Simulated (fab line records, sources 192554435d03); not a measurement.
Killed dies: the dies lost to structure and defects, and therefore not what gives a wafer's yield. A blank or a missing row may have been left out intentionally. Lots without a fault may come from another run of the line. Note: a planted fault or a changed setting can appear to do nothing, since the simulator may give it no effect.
fab line records | flow n5_finfet | part 1 of 2: steps 1 to 4 of 6
record: lots: 20 | wafers: 60 | last_day: 17
route steps=1938 shown HKMG_FIN@419 GATE_CUT@469
lots with no fault: from the same line, run without faults
start_h: start of the lot's first displayed wafer, in hours after the record's first day | wait_h: hours since the lot's step before | " repeats the value in the row above | L1.1+2: several wafers, shown together as one row | - value missing, or start not given | * or withheld: withheld | < > ~ a bound
route shown NAME@n: names a module that has steps shown in the file, with the first one's number in the route | usual: mean/standard deviation of fault-free wafers | same: alike in all rows | chamber/n: place in a boat | sites: each site's reading | _std_site: standard deviation of those values | _edge_site: the outer-site mean with the inner-site mean subtracted | radius_mm: how far each site lies from the wafer's centre | mask NAME#n: copy n | behind: the tool/chamber that last shaped the wafer | hold: reason for holding the lot/hours on hold/outcome of the hold | device: which transistor (n, p or np) failed to switch | end of line: tests run on the same wafers once the route is complete | for a step that has no rows: nothing shown but its recipe | killed: not the wafer's yield, but the dies lost to structure and defects at the first sort | map: a wafer's dies, marking killed ones x, the rest . and places with no die _
set.NAME: the setting as run; set.NAME@STEP: as run at that earlier step | model.NAME: the simulator's own value behind a step, which no gauge read
a sample of lots followed through the steps of the route, with each step as a table and each wafer as a row
services: a tool's chamber out of use, with start hour (start_h, from the record's first day; less than 0 if before it), hours out, and reason
== steps ==
step: N5_HKMG_FIN_ALD_36
recipe: material: TiN | target_thk_a: 10 | temp_c: 400 | ald_precursor_family: TiCl4 | ald_co_reactant: NH3 | pulse_time_s: 1 | purge_time_s: 3 | co_reactant_purge_time_s: 2 | co_reactant_pulse_time_s: 2 | ald_cycles: 47 | pressure_torr: 3
usual: chamber_pressure_Torr: 2.999/0.0057 | heater_power_w: 914/75 | precursor_pulse_height_rel: 0.999/0.019
same: pulse_time_s: 1
lot.wafer | tool         | chamber | start_h | wait_h | chamber_pressure_Torr | heater_power_w | precursor_pulse_height_rel
L074.1    | ald_metal-04 | 1       | 75.50   | 0.0    | 3.000                 | 890            | 0.961
L074.4    | "            | 2       | "       | "      | 2.996                 | 938            | 0.987
L074.5    | "            | 3       | "       | "      | 2.997                 | 850            | 1.001
L075.3    | ald_metal-04 | 3       | 80.38   | 0.0    | 2.986                 | 819            | 0.995
L075.4    | "            | 1       | "       | "      | 2.995                 | 891            | 1.007
L075.6    | "            | 0       | "       | "      | 3.006                 | 843            | 1.015
L076.3    | ald_metal-01 | 0       | 85.24   | 0.0    | 2.998                 | 926            | 0.992
L076.4    | "            | 2       | "       | "      | 2.998                 | 1002           | 1.017
L076.6    | "            | 0       | "       | "      | 2.989                 | 933            | 1.023
L078.2    | ald_metal-04 | 1       | 98.98   | 0.0    | 3.011                 | 908            | 0.985
L078.4    | "            | 3       | "       | "      | 3.009                 | 821            | 1.000
L078.5    | "            | 3       | "       | "      | 2.999                 | 797            | 1.013
L079.2    | ald_metal-01 | 2       | 104.33  | 0.2    | 2.998                 | 982            | 0.981
L079.3    | "            | 1       | "       | "      | 2.995                 | 835            | 1.008
L079.5    | "            | 2       | "       | "      | 3.008                 | 978            | 1.009
L081.1    | ald_metal-04 | 3       | 115.77  | 0.0    | 2.995                 | 830            | 0.982
L081.3    | "            | 0       | "       | "      | 3.004                 | 853            | 1.005
L081.6    | "            | 2       | "       | "      | 2.992                 | 908            | 1.022
L082.2    | ald_metal-03 | 1       | 123.64  | 0.0    | 2.998                 | 983            | 0.962
L082.3    | "            | 3       | "       | "      | 2.996                 | 850            | 1.018
L082.5    | "            | 1       | "       | "      | 3.002                 | 986            | 0.982
L083.1    | ald_metal-01 | 0       | 126.61  | 0.0    | 2.995                 | 937            | 1.041
L083.4    | "            | 2       | "       | "      | 2.993                 | 1000           | 0.995
L083.5    | "            | 3       | "       | "      | 3.001                 | 1012           | 0.975
L084.2    | ald_metal-04 | 3       | 136.00  | 0.0    | 2.999                 | 829            | 1.009
L084.4    | "            | 2       | "       | "      | 3.001                 | 904            | 1.031
L084.6    | "            | 1       | "       | "      | 2.999                 | 896            | 1.005
L087.2    | ald_metal-03 | 2       | 150.61  | 0.0    | 3.011                 | 981            | 1.012
L087.4    | "            | 2       | "       | "      | 3.006                 | 999            | 0.985
L087.5    | "            | 3       | "       | "      | 2.993                 | 846            | 0.963
L088.1    | ald_metal-03 | 3       | 161.31  | 0.0    | 3.004                 | 811            | 0.978
L088.2    | "            | 2       | "       | "      | 2.995                 | 1018           | 0.996
L088.5    | "            | 2       | "       | "      | 2.991                 | 996            | 1.001
L089.3    | ald_metal-03 | 2       | 162.22  | 0.0    | 3.002                 | 984            | 1.012
L089.4    | "            | 1       | "       | "      | 2.985                 | 977            | 1.021
L089.5    | "            | 3       | "       | "      | 3.004                 | 815            | 0.993
L090.3    | ald_metal-01 | 2       | 171.15  | 0.0    | 2.999                 | 1004           | 0.984
L090.4    | "            | 0       | "       | "      | 2.993                 | 944            | 1.015
L090.5    | "            | 0       | "       | "      | 2.995                 | 913            | 1.027
L091.1    | ald_metal-04 | 2       | 177.55  | 0.0    | 3.003                 | 907            | 0.989
L091.2    | "            | 1       | "       | "      | 2.995                 | 913            | 0.985
L091.4    | "            | 3       | "       | "      | 2.997                 | 817            | 1.024
L092.2    | ald_metal-04 | 0       | 181.00  | 0.0    | 3.002                 | 827            | 0.976
L092.4    | "            | 3       | "       | "      | 3.009                 | 829            | 1.004
L092.5    | "            | 1       | "       | "      | 2.986                 | 905            | 0.993
L093.1    | ald_metal-01 | 2       | 189.23  | 0.0    | 2.996                 | 997            | 0.998
L093.4    | "            | 1       | "       | "      | 2.994                 | 841            | 1.036
L093.5    | "            | 3       | "       | "      | 2.997                 | 1025           | 1.009
L094.1    | ald_metal-01 | 0       | 195.91  | 0.0    | 3.001                 | 940            | 1.003
L094.2    | "            | 2       | "       | "      | 3.002                 | 979            | 1.004
L094.3    | "            | 3       | "       | "      | 3.003                 | 1012           | 1.012
L095.2    | ald_metal-03 | 3       | 199.78  | 0.0    | 2.995                 | 804            | 0.989
L095.4    | "            | 0       | "       | "      | 2.988                 | 1040           | 0.957
L095.6    | "            | 1       | "       | "      | 2.996                 | 995            | 1.027
L096.3    | ald_metal-03 | 3       | 204.98  | 0.0    | 2.997                 | 811            | 1.012
L096.4    | "            | 1       | "       | "      | 3.009                 | 966            | 0.985
L096.5    | "            | 2       | "       | "      | 2.996                 | 997            | 0.987
L097.4    | ald_metal-01 | 0       | 215.83  | 0.0    | 3.007                 | 959            | 0.991
L097.5    | "            | 1       | "       | "      | 2.994                 | 821            | 0.994
L097.6    | "            | 2       | "       | "      | 2.997                 | 997            | 1.012
step: N5_HKMG_FIN_DESCUM_17
recipe: chemistry: O2 | time_s: 7.9 | source_power_w: 50 | bias_power_w: 20 | pressure_mtorr: 20 | rf_frequency_hz: 2.712e+07 | temp_c: 40 | resist: CAR-ArF | o2_flow_sccm: 225
usual: drypump_motor_current_A: 5.7/0.42 | oes_product_au: 0.83/0.084 | rf_vpp_V: 243.2/1.5 | showerhead_plenum_p_Torr: 2.10/0.079 | throttle_valve_pct: 20.35/0.18
lot.wafer | tool        | chamber | start_h | wait_h | drypump_motor_current_A | oes_product_au | rf_hours_counter_h | rf_vpp_V | showerhead_plenum_p_Torr | throttle_valve_pct
L074.1    | rie_diel-05 | 1       | 76.75   | 0.0    | 5.9                     | 0.90           | 28                 | 244.6    | 2.14                     | 19.97
L074.4    | "           | 1       | "       | "      | 5.9                     | 0.90           | -                  | 243.8    | 2.14                     | 19.96
L074.5    | "           | 0       | "       | "      | 5.7                     | 0.82           | -                  | 244.5    | 2.19                     | 20.36
L075.3    | rie_diel-02 | 3       | 81.62   | 0.0    | 5.3                     | 0.87           | 39                 | 242.8    | 2.14                     | 20.31
L075.4    | "           | 2       | "       | "      | 5.6                     | 0.97           | 7                  | 244.8    | 2.23                     | 20.44
L075.6    | "           | 1       | "       | "      | 6.0                     | 0.75           | -                  | 241.1    | 2.00                     | 20.39
L076.3    | rie_diel-02 | 2       | 86.48   | 0.0    | 5.6                     | 0.98           | 10                 | 244.0    | 2.23                     | 20.44
L076.4    | "           | 3       | "       | "      | 5.3                     | 0.86           | 40                 | 243.7    | 2.14                     | 20.32
L076.6    | "           | 3       | "       | "      | 5.3                     | 0.87           | -                  | 244.4    | 2.14                     | 20.31
L078.2    | rie_diel-02 | 1       | 100.35  | 0.2    | 5.9                     | 0.75           | 160                | 243.3    | 2.00                     | 20.40
L078.4    | "           | 0       | "       | "      | 6.8                     | 0.70           | 211                | 241.3    | 1.99                     | 20.17
L078.5    | "           | 1       | "       | "      | 5.9                     | 0.74           | -                  | 241.7    | 2.00                     | 20.40
L079.2    | rie_diel-02 | 2       | 105.57  | 0.0    | 5.6                     | 0.96           | 16                 | 243.7    | 2.23                     | 20.45
L079.3    | "           | 0       | "       | "      | 6.8                     | 0.70           | 214                | 243.1    | 1.99                     | 20.19
L079.5    | "           | 2       | "       | "      | 5.6                     | 0.96           | -                  | 245.2    | 2.23                     | 20.42
L081.1    | rie_diel-05 | 1       | 117.02  | 0.0    | 5.9                     | 0.86           | 42                 | 242.5    | 2.13                     | 19.99
L081.3    | "           | 3       | "       | "      | 5.7                     | 0.93           | 5                  | 241.4    | 2.05                     | 20.53
L081.6    | "           | 3       | "       | "      | 5.7                     | 0.94           | -                  | 242.3    | 2.05                     | 20.52
L082.2    | rie_diel-05 | 1       | 124.89  | 0.0    | 5.9                     | 0.87           | 44                 | 244.5    | 2.13                     | 20.02
L082.3    | "           | 3       | "       | "      | 5.6                     | 0.92           | 8                  | 241.8    | 2.05                     | 20.52
L082.5    | "           | 1       | "       | "      | 5.9                     | 0.87           | -                  | 243.2    | 2.13                     | 20.00
L083.1    | rie_diel-02 | 0       | 127.99  | 0.2    | 6.8                     | 0.69           | 222                | 241.6    | 1.98                     | 20.20
L083.4    | "           | 3       | "       | "      | 5.3                     | 0.85           | 54                 | 242.9    | 2.13                     | 20.34
L083.5    | "           | 2       | "       | "      | 5.6                     | 0.94           | -                  | 244.8    | 2.22                     | 20.44
L084.2    | rie_diel-02 | 1       | 137.29  | 0.1    | 5.9                     | 0.73           | 175                | 241.2    | 1.99                     | 20.41
L084.4    | "           | 3       | "       | "      | 5.3                     | 0.84           | 58                 | 242.9    | 2.13                     | 20.34
L084.6    | "           | 1       | "       | "      | 5.9                     | 0.73           | -                  | 240.8    | 1.99                     | 20.42
L087.2    | rie_diel-05 | 2       | 151.73  | 0.0    | 5.8                     | 0.70           | 248                | 242.1    | 2.07                     | 20.58
L087.4    | "           | 0       | "       | "      | 5.7                     | 0.79           | 114                | 245.1    | 2.18                     | 20.43
L087.5    | "           | 3       | "       | "      | 5.7                     | 0.90           | -                  | 242.6    | 2.04                     | 20.55
L088.1    | rie_diel-04 | 0       | 162.85  | 0.3    | 5.0                     | 0.71           | 219                | 240.8    | 1.98                     | 20.50
L088.2    | "           | 2       | "       | "      | 6.0                     | 0.91           | 36                 | 245.6    | 2.13                     | 20.02
L088.5    | "           | 1       | "       | "      | 5.9                     | 0.83           | -                  | 243.3    | 2.04                     | 20.56
L089.3    | rie_diel-05 | 0       | 163.52  | 0.1    | 5.7                     | 0.78           | 118                | 244.0    | 2.18                     | 20.40
L089.4    | "           | 3       | "       | "      | 5.7                     | 0.89           | -                  | 242.2    | 2.04                     | 20.56
L089.5    | "           | 1       | "       | "      | 6.0                     | 0.84           | -                  | 246.7    | 2.13                     | 20.02
L090.3    | rie_diel-02 | 0       | 172.40  | 0.0    | 6.8                     | 0.68           | 237                | 241.3    | 1.98                     | 20.23
L090.4    | "           | 3       | "       | "      | 5.3                     | 0.82           | 69                 | 243.4    | 2.13                     | 20.37
L090.5    | "           | 3       | "       | "      | 5.3                     | 0.82           | -                  | 243.6    | 2.13                     | 20.35
L091.1    | rie_diel-04 | 1       | 179.36  | 0.6    | 5.9                     | 0.82           | 79                 | 242.7    | 2.04                     | 20.59
L091.2    | "           | 3       | "       | "      | 5.0                     | 0.85           | 62                 | 242.1    | 2.13                     | 20.44
L091.4    | "           | 3       | "       | "      | 5.0                     | 0.85           | -                  | 243.3    | 2.13                     | 20.43
L092.2    | rie_diel-04 | 1       | 182.24  | 0.0    | 5.8                     | 0.82           | 81                 | 243.6    | 2.04                     | 20.58
L092.4    | "           | 3       | "       | "      | 5.0                     | 0.84           | -                  | 242.0    | 2.13                     | 20.46
L092.5    | "           | 1       | "       | "      | 5.8                     | 0.82           | -                  | 242.8    | 2.04                     | 20.59
L093.1    | rie_diel-02 | 0       | 190.47  | 0.0    | 6.8                     | 0.67           | 243                | 243.3    | 1.98                     | 20.23
L093.4    | "           | 1       | "       | "      | 5.9                     | 0.71           | 193                | 240.6    | 1.99                     | 20.45
L093.5    | "           | 2       | "       | "      | 5.6                     | 0.90           | -                  | 243.8    | 2.22                     | 20.46
L094.1    | rie_diel-05 | 1       | 197.06  | 0.1    | 5.9                     | 0.82           | 74                 | 243.5    | 2.12                     | 20.04
L094.2    | "           | 3       | "       | "      | 5.6                     | 0.87           | 36                 | 241.2    | 2.04                     | 20.57
L094.3    | "           | 2       | "       | "      | 5.8                     | 0.97           | 4                  | 244.6    | 2.06                     | 20.20
L095.2    | rie_diel-05 | 1       | 201.02  | 0.0    | 5.9                     | 0.82           | 75                 | 244.0    | 2.12                     | 20.05
L095.4    | "           | 0       | "       | "      | 5.7                     | 0.77           | 135                | 246.1    | 2.17                     | 20.45
L095.6    | "           | 2       | "       | "      | 5.8                     | 0.94           | -                  | 241.1    | 2.06                     | 20.19
L096.3    | rie_diel-04 | 2       | 206.10  | 0.0    | 6.0                     | 0.88           | 53                 | 243.4    | 2.12                     | 20.03
L096.4    | "           | 3       | "       | "      | 5.0                     | 0.83           | 72                 | 243.5    | 2.12                     | 20.47
L096.5    | "           | 1       | "       | "      | 5.8                     | 0.81           | -                  | 241.9    | 2.04                     | 20.60
L097.4    | rie_diel-02 | 2       | 216.96  | 0.0    | 5.6                     | 0.89           | -                  | 247.0    | 2.21                     | 20.49
L097.5    | "           | 3       | "       | "      | 5.3                     | 0.81           | -                  | 244.1    | 2.12                     | 20.38
L097.6    | "           | 1       | "       | "      | 5.9                     | 0.71           | -                  | 240.9    | 1.98                     | 20.46
step: N5_HKMG_FIN_ALD_91
recipe: material: TiN | target_thk_a: 10 | temp_c: 400 | ald_precursor_family: TiCl4 | ald_co_reactant: NH3 | pulse_time_s: 1 | purge_time_s: 3 | co_reactant_purge_time_s: 2 | co_reactant_pulse_time_s: 2 | ald_cycles: 47 | pressure_torr: 3
usual: chamber_pressure_Torr: 3.001/0.0071 | heater_power_w: 907/70 | precursor_pulse_height_rel: 1.004/0.02
same: pulse_time_s: 1
lot.wafer | tool         | chamber | start_h | wait_h | chamber_pressure_Torr | heater_power_w | precursor_pulse_height_rel
L074.1    | ald_metal-01 | 2       | 77.73   | 0.3    | 3.007                 | 988            | 0.966
L074.4    | "            | 0       | "       | "      | 2.999                 | 930            | 1.003
L074.5    | "            | 3       | "       | "      | 3.007                 | 974            | 0.978
L075.3    | ald_metal-04 | 0       | 82.60   | 0.1    | 2.989                 | 838            | 0.981
L075.4    | "            | 2       | "       | "      | 3.013                 | 919            | 0.992
L075.6    | "            | 3       | "       | "      | 2.992                 | 817            | 0.988
L076.3    | ald_metal-04 | 2       | 87.46   | 0.1    | 3.002                 | 925            | 0.984
L076.4    | "            | 0       | "       | "      | 3.001                 | 852            | 0.993
L076.6    | "            | 2       | "       | "      | 2.998                 | 915            | 1.007
L078.2    | ald_metal-04 | 3       | 101.34  | 0.3    | 2.992                 | 828            | 0.976
L078.4    | "            | 1       | "       | "      | 3.008                 | 900            | 1.013
L078.5    | "            | 1       | "       | "      | 3.003                 | 944            | 1.019
L079.2    | ald_metal-01 | 1       | 106.55  | 0.3    | 2.992                 | 829            | 1.021
L079.3    | "            | 2       | "       | "      | 3.001                 | 1008           | 0.994
L079.5    | "            | 0       | "       | "      | 2.995                 | 930            | 1.018
L081.1    | ald_metal-04 | 2       | 118.00  | 0.3    | 2.994                 | 915            | 1.015
L081.3    | "            | 0       | "       | "      | 2.991                 | 834            | 0.991
L081.6    | "            | 2       | "       | "      | 3.003                 | 909            | 1.015
L082.2    | ald_metal-04 | 0       | 125.87  | 0.3    | 3.001                 | 845            | 0.991
L082.3    | "            | 3       | "       | "      | 2.996                 | 825            | 0.957
L082.5    | "            | 0       | "       | "      | 2.998                 | 821            | 1.016
L083.1    | ald_metal-04 | 2       | 128.97  | 0.3    | 3.006                 | 906            | 0.994
L083.4    | "            | 3       | "       | "      | 3.006                 | 853            | 1.037
L083.5    | "            | 3       | "       | "      | 3.008                 | 816            | 0.990
L084.2    | ald_metal-01 | 3       | 138.27  | 0.3    | 3.004                 | 1003           | 0.987
L084.4    | "            | 2       | "       | "      | 3.007                 | 968            | 1.005
L084.6    | "            | 0       | "       | "      | 3.004                 | 912            | 1.008
L087.2    | ald_metal-03 | 1       | 152.72  | 0.3    | 2.989                 | 1004           | 0.998
L087.4    | "            | 2       | "       | "      | 3.002                 | 973            | 1.010
L087.5    | "            | 1       | "       | "      | 3.001                 | 996            | 1.007
L088.1    | ald_metal-01 | 1       | 163.83  | 0.3    | 2.991                 | 842            | 0.996
L088.2    | "            | 0       | "       | "      | 2.998                 | 929            | 1.056
L088.5    | "            | 0       | "       | "      | 3.002                 | 941            | 1.009
L089.3    | ald_metal-04 | 0       | 164.50  | 0.1    | 3.005                 | 848            | 0.983
L089.4    | "            | 3       | "       | "      | 3.001                 | 807            | 1.041
L089.5    | "            | 3       | "       | "      | 2.998                 | 840            | 0.985
L090.3    | ald_metal-04 | 3       | 173.38  | 0.1    | 3.002                 | 818            | 1.001
L090.4    | "            | 2       | "       | "      | 2.984                 | 911            | 0.997
L090.5    | "            | 3       | "       | "      | 2.994                 | 829            | 1.005
L091.1    | ald_metal-03 | 3       | 180.34  | 0.3    | 3.007                 | 831            | 0.997
L091.2    | "            | 0       | "       | "      | 2.994                 | 1023           | 1.012
L091.4    | "            | 1       | "       | "      | 3.003                 | 1000           | 1.014
L092.2    | ald_metal-01 | 0       | 183.22  | 0.3    | 3.007                 | 926            | 1.026
L092.4    | "            | 3       | "       | "      | 3.003                 | 1001           | 1.019
L092.5    | "            | 1       | "       | "      | 3.003                 | 822            | 0.980
L093.1    | ald_metal-03 | 1       | 191.46  | 0.3    | 3.003                 | 1010           | 0.998
L093.4    | "            | 3       | "       | "      | 3.006                 | 839            | 0.991
L093.5    | "            | 0       | "       | "      | 3.001                 | 1018           | 0.985
L094.1    | ald_metal-01 | 0       | 198.04  | 0.3    | 3.004                 | 936            | 1.006
L094.2    | "            | 1       | "       | "      | 3.002                 | 843            | 0.981
L094.3    | "            | 2       | "       | "      | 3.005                 | 985            | 0.988
L095.2    | ald_metal-03 | 3       | 202.00  | 0.3    | 2.994                 | 832            | 0.981
L095.4    | "            | 0       | "       | "      | 3.003                 | 1025           | 1.018
L095.6    | "            | 1       | "       | "      | 3.006                 | 977            | 0.976
L096.3    | ald_metal-03 | 2       | 207.09  | 0.2    | 2.996                 | 960            | 1.011
L096.4    | "            | 1       | "       | "      | 3.005                 | 979            | 0.990
L096.5    | "            | 2       | "       | "      | 3.000                 | 999            | 1.004
L097.4    | ald_metal-04 | 0       | 217.93  | 0.1    | 3.003                 | 863            | 1.015
L097.5    | "            | 1       | "       | "      | 3.001                 | 880            | 0.992
L097.6    | "            | 0       | "       | "      | 3.002                 | 844            | 0.993
step: N5_HKMG_FIN_STRIP_89
recipe: chemistry: N2/H2 | material: SOC | time_s: 20 | power_w: 500 | temp_c: 40 | pressure_mtorr: 50 | rf_frequency_hz: 6e+07 | bias_power_w: 8 | h2_frac: 0.5 | n2_flow_sccm: 300 | h2_flow_sccm: 300
usual: drypump_motor_current_A: 5.8/0.46 | h2_flow_sccm: 300.0/0.9 | oes_product_au: 0.82/0.085 | rf_vpp_V: 54.1/0.86 | showerhead_plenum_p_Torr: 3.35/0.12 | throttle_valve_pct: 18.91/0.29
lot.wafer | tool        | chamber | start_h | wait_h | drypump_motor_current_A | h2_flow_sccm | oes_product_au | rf_hours_counter_h | rf_vpp_V | showerhead_plenum_p_Torr | throttle_valve_pct
L074.1    | rie_diel-02 | 0       | 78.13   | 0.0    | 6.8                     | 299.6        | 0.70           | 205                | 54.2     | 3.20                     | 18.38
L074.4    | "           | 1       | "       | "      | 5.9                     | 300.0        | 0.76           | 153                | 52.4     | 3.21                     | 18.71
L074.5    | "           | 0       | "       | "      | 6.8                     | 300.2        | 0.70           | -                  | 54.1     | 3.20                     | 18.37
L075.3    | rie_diel-02 | 3       | 83.00   | 0.0    | 5.4                     | 300.9        | 0.86           | 39                 | 53.5     | 3.42                     | 19.28
L075.4    | "           | 1       | "       | "      | 5.9                     | 299.7        | 0.76           | 155                | 52.1     | 3.21                     | 18.73
L075.6    | "           | 1       | "       | "      | 5.9                     | 301.0        | 0.75           | -                  | 53.7     | 3.21                     | 18.72
L076.3    | rie_diel-02 | 3       | 87.86   | 0.0    | 5.3                     | 299.9        | 0.86           | 41                 | 54.6     | 3.42                     | 19.30
L076.4    | "           | 0       | "       | "      | 6.8                     | 300.9        | 0.70           | 209                | 54.4     | 3.19                     | 18.36
L076.6    | "           | 0       | "       | "      | 6.8                     | 300.0        | 0.68           | -                  | 54.6     | 3.19                     | 18.37
L078.2    | rie_diel-02 | 2       | 101.74  | 0.0    | 5.6                     | 298.1        | 0.97           | 14                 | 54.2     | 3.57                     | 19.02
L078.4    | "           | 0       | "       | "      | 6.8                     | 302.0        | 0.70           | 212                | 55.6     | 3.19                     | 18.38
L078.5    | "           | 1       | "       | "      | 5.9                     | 299.5        | 0.75           | -                  | 55.4     | 3.20                     | 18.72
L079.2    | rie_diel-04 | 0       | 106.95  | 0.0    | 5.0                     | 300.8        | 0.72           | 202                | 54.7     | 3.21                     | 19.01
L079.3    | "           | 2       | "       | "      | 6.0                     | 299.8        | 0.95           | 22                 | 54.5     | 3.43                     | 18.53
L079.5    | "           | 1       | "       | "      | 5.9                     | 300.4        | 0.87           | -                  | 53.0     | 3.29                     | 19.15
L081.1    | rie_diel-02 | 3       | 118.59  | 0.0    | 5.3                     | 298.4        | 0.85           | 51                 | 55.9     | 3.42                     | 19.32
L081.3    | "           | 0       | "       | "      | 6.8                     | 299.5        | 0.68           | 219                | 53.8     | 3.19                     | 18.39
L081.6    | "           | 1       | "       | "      | 6.0                     | 297.9        | 0.74           | -                  | 54.3     | 3.20                     | 18.74
L082.2    | rie_diel-04 | 3       | 126.33  | 0.0    | 5.0                     | 302.2        | 0.88           | 40                 | 54.4     | 3.42                     | 18.98
L082.3    | "           | 1       | "       | "      | 5.9                     | 299.9        | 0.85           | 57                 | 52.6     | 3.29                     | 19.17
L082.5    | "           | 3       | "       | "      | 5.0                     | 301.2        | 0.89           | -                  | 53.9     | 3.42                     | 18.98
L083.1    | rie_diel-05 | 1       | 129.37  | 0.0    | 5.9                     | 299.8        | 0.85           | 46                 | 54.1     | 3.41                     | 18.63
L083.4    | "           | 3       | "       | "      | 5.7                     | 299.8        | 0.92           | 9                  | 53.2     | 3.31                     | 19.25
L083.5    | "           | 1       | "       | "      | 6.0                     | 299.1        | 0.86           | -                  | 54.4     | 3.41                     | 18.63
L084.2    | rie_diel-05 | 1       | 138.66  | 0.0    | 5.9                     | 299.8        | 0.85           | 50                 | 54.9     | 3.41                     | 18.65
L084.4    | "           | 0       | "       | "      | 5.7                     | 300.8        | 0.79           | 109                | 55.0     | 3.51                     | 18.79
L084.6    | "           | 2       | "       | "      | 5.8                     | 300.2        | 0.70           | -                  | 54.3     | 3.32                     | 19.12
L087.2    | rie_diel-04 | 3       | 153.12  | 0.0    | 5.0                     | 299.0        | 0.87           | 53                 | 54.5     | 3.41                     | 18.99
L087.4    | "           | 1       | "       | "      | 5.9                     | 300.8        | 0.82           | 70                 | 52.2     | 3.28                     | 19.18
L087.5    | "           | 1       | "       | "      | 5.9                     | 299.4        | 0.82           | -                  | 53.7     | 3.28                     | 19.19
L088.1    | rie_diel-02 | 1       | 164.30  | 0.0    | 5.9                     | 298.5        | 0.73           | 184                | 53.6     | 3.19                     | 18.79
L088.2    | "           | 0       | "       | "      | 6.8                     | 299.3        | 0.67           | 234                | 52.9     | 3.18                     | 18.41
L088.5    | "           | 1       | "       | "      | 6.0                     | 300.3        | 0.73           | -                  | 52.9     | 3.19                     | 18.77
L089.3    | rie_diel-02 | 2       | 164.92  | 0.0    | 5.6                     | 299.9        | 0.91           | 36                 | 54.6     | 3.55                     | 19.04
L089.4    | "           | 3       | "       | "      | 5.3                     | 299.9        | 0.82           | 68                 | 54.4     | 3.41                     | 19.34
L089.5    | "           | 2       | "       | "      | 5.6                     | 299.2        | 0.91           | -                  | 53.4     | 3.55                     | 19.04
L090.3    | rie_diel-05 | 3       | 173.81  | 0.0    | 5.7                     | 301.0        | 0.88           | 26                 | 53.7     | 3.30                     | 19.30
L090.4    | "           | 3       | "       | "      | 5.7                     | 300.9        | 0.88           | -                  | 53.0     | 3.30                     | 19.30
L090.5    | "           | 1       | "       | "      | 5.9                     | 298.2        | 0.84           | -                  | 55.1     | 3.40                     | 18.67
L091.1    | rie_diel-04 | 2       | 180.74  | 0.0    | 6.0                     | 300.3        | 0.89           | 43                 | 53.4     | 3.42                     | 18.57
L091.2    | "           | 3       | "       | "      | 5.0                     | 299.0        | 0.86           | 63                 | 53.3     | 3.41                     | 19.01
L091.4    | "           | 3       | "       | "      | 5.0                     | 298.5        | 0.86           | -                  | 54.7     | 3.41                     | 19.00
L092.2    | rie_diel-02 | 2       | 183.62  | 0.0    | 5.6                     | 300.9        | 0.91           | 43                 | 54.3     | 3.55                     | 19.06
L092.4    | "           | 0       | "       | "      | 6.8                     | 298.0        | 0.67           | 242                | 53.8     | 3.18                     | 18.41
L092.5    | "           | 0       | "       | "      | 6.8                     | 297.5        | 0.68           | -                  | 55.3     | 3.18                     | 18.42
L093.1    | rie_diel-04 | 2       | 191.86  | 0.0    | 6.0                     | 300.2        | 0.89           | 47                 | 54.0     | 3.41                     | 18.57
L093.4    | "           | 0       | "       | "      | 5.0                     | 297.9        | 0.70           | 222                | 55.3     | 3.20                     | 19.01
L093.5    | "           | 3       | "       | "      | 5.0                     | 300.7        | 0.85           | -                  | 53.5     | 3.41                     | 19.01
L094.1    | rie_diel-05 | 1       | 198.45  | 0.0    | 5.9                     | 299.8        | 0.81           | 74                 | 53.0     | 3.40                     | 18.67
L094.2    | "           | 0       | "       | "      | 5.7                     | 300.5        | 0.77           | 135                | 55.0     | 3.50                     | 18.81
L094.3    | "           | 3       | "       | "      | 5.7                     | 300.0        | 0.86           | 37                 | 53.0     | 3.29                     | 19.33
L095.2    | rie_diel-02 | 3       | 202.49  | 0.0    | 5.3                     | 298.5        | 0.83           | 80                 | 54.5     | 3.40                     | 19.38
L095.4    | "           | 3       | "       | "      | 5.3                     | 300.7        | 0.82           | -                  | 54.1     | 3.40                     | 19.36
L095.6    | "           | 1       | "       | "      | 6.0                     | 299.3        | 0.72           | -                  | 54.3     | 3.19                     | 18.79
L096.3    | rie_diel-05 | 2       | 207.49  | 0.0    | 5.8                     | 299.2        | 0.93           | 8                  | 54.7     | 3.31                     | 18.74
L096.4    | "           | 1       | "       | "      | 5.9                     | 299.8        | 0.81           | 78                 | 53.7     | 3.39                     | 18.69
L096.5    | "           | 2       | "       | "      | 5.8                     | 300.1        | 0.94           | -                  | 55.7     | 3.31                     | 18.74
L097.4    | rie_diel-02 | 2       | 218.45  | 0.0    | 5.6                     | 298.8        | 0.89           | -                  | 54.5     | 3.54                     | 19.07
L097.5    | "           | 1       | "       | "      | 6.0                     | 299.9        | 0.71           | -                  | 56.0     | 3.18                     | 18.80
L097.6    | "           | 3       | "       | "      | 5.3                     | 300.8        | 0.81           | -                  | 54.5     | 3.40                     | 19.37
